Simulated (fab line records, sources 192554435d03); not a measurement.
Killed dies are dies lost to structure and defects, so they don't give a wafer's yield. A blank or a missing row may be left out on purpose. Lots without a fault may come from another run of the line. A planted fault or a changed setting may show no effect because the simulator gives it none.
One fault seen from 3 desks | flow n5_finfet | each desk has only its own numbers; what lay behind them comes last

THE METROLOGY DESK
What the gauges read, lot by lot, whatever tool the lot ran on: means of the sampled wafers that have a number. A lot is out of limits, marked OUT, if its mean lies more than 4 standard deviations from the usual mean; the brackets give that distance. Of its 12 readings 7 are shown: those that lie furthest out on some lot.
Columns: A = cd_nm at N5_BEOL_M2_CD_MEAS_11, usual 16.79 nm; B = M2_OVL at N5_BEOL_M2_OVL_MEAS_12, usual -0.2 nm; C = DIBL_N at N5_BEOL_M4_RC_MEAS_101, usual 36.0 mV/V; D = ION_N at N5_BEOL_M4_RC_MEAS_101, usual 670 uA/um; E = SS_P at N5_BEOL_M4_RC_MEAS_101, usual 73.2 mV/dec; F = VT_N at N5_BEOL_M4_RC_MEAS_101, usual 251 mV; G = VT_P at N5_BEOL_M4_RC_MEAS_101, usual -252 mV
lot  | first seen here | A     | B    | C    | D   | E    | F   | G
L815 | day 7 17:30     | 16.77 | -0.3 | 36.1 | 682 | 73.8 | 246 | -252
L820 | day 8 16:14     | 16.89 | 0.4  | 35.8 | 673 | 72.7 | 252 | -254
L821 | day 8 23:10     | 16.58 | -0.9 | 35.1 | 670 | 73.5 | 251 | -250
L822 | day 9 07:21     | 17.07 | 0.3  | 35.2 | 664 | 73.3 | 250 | -255
L823 | day 9 10:49     | 16.73 | 0.2  | 36.0 | 664 | 73.2 | 254 | -254
L832 | day 12 05:05    | 16.74 | -0.1 | 35.9 | 667 | 73.4 | 251 | -247
L834 | day 12 13:14    | 16.80 | -0.2 | 34.3 | 666 | 72.9 | 252 | -251
This desk's finding: nothing out of limits on any of the 7 lots.

THE TOOL OWNER'S DESK: rie_metal-01
The tool's own readings at N5_BEOL_M2_HM_OPEN_17 (chemistry Cl2/BCl3, target TiN, target depth 20 nm, overetch 6 nm): means of the sampled wafers that have a number, for each lot that ran on this tool. A lot is out of limits, marked OUT, if its mean lies more than 4 standard deviations from the usual mean; the brackets give that distance.
Columns: A = drypump_motor_current_A at N5_BEOL_M2_HM_OPEN_17, usual 5.71 A; B = oes_product_au at N5_BEOL_M2_HM_OPEN_17, usual 0.61 a.u.; C = throttle_valve_pct at N5_BEOL_M2_HM_OPEN_17, usual 22.23 %
lot  | first seen here | A    | B    | C
L821 | day 8 23:34     | 5.60 | 0.54 | 22.33
L822 | day 9 07:46     | 5.68 | 0.54 | 22.15
L823 | day 9 11:13     | 5.69 | 0.56 | 22.13
L832 | day 12 05:33    | 5.62 | 0.72 | 22.19
L834 | day 12 13:37    | 5.63 | 0.63 | 22.17
This desk's finding: nothing out of limits on any of the 5 lots.

THE DEFECT DESK
What the inspections along the route counted, lot by lot: means of the sampled wafers that have a number. A lot is out of limits, marked OUT, if its mean lies more than 4 standard deviations from the usual mean; the brackets give that distance.
Columns: A = raw_defect_count at N5_BEOL_M2_INSPECT_13, usual 455
lot  | first seen here | A
L815 | day 7 17:35     | 442
L820 | day 8 16:20     | 406
L821 | day 8 23:15     | 452
L822 | day 9 07:26     | 371
L823 | day 9 10:54     | 495
L832 | day 12 05:10    | 419
L834 | day 12 13:19    | 638
This desk's finding: nothing out of limits on any of the 7 lots.

PUT TOGETHER
The metrology desk saw nothing out of limits.
The tool owner's desk saw nothing out of limits.
The defect desk saw nothing out of limits.

WHAT THE SIMULATOR HAD PUT IN
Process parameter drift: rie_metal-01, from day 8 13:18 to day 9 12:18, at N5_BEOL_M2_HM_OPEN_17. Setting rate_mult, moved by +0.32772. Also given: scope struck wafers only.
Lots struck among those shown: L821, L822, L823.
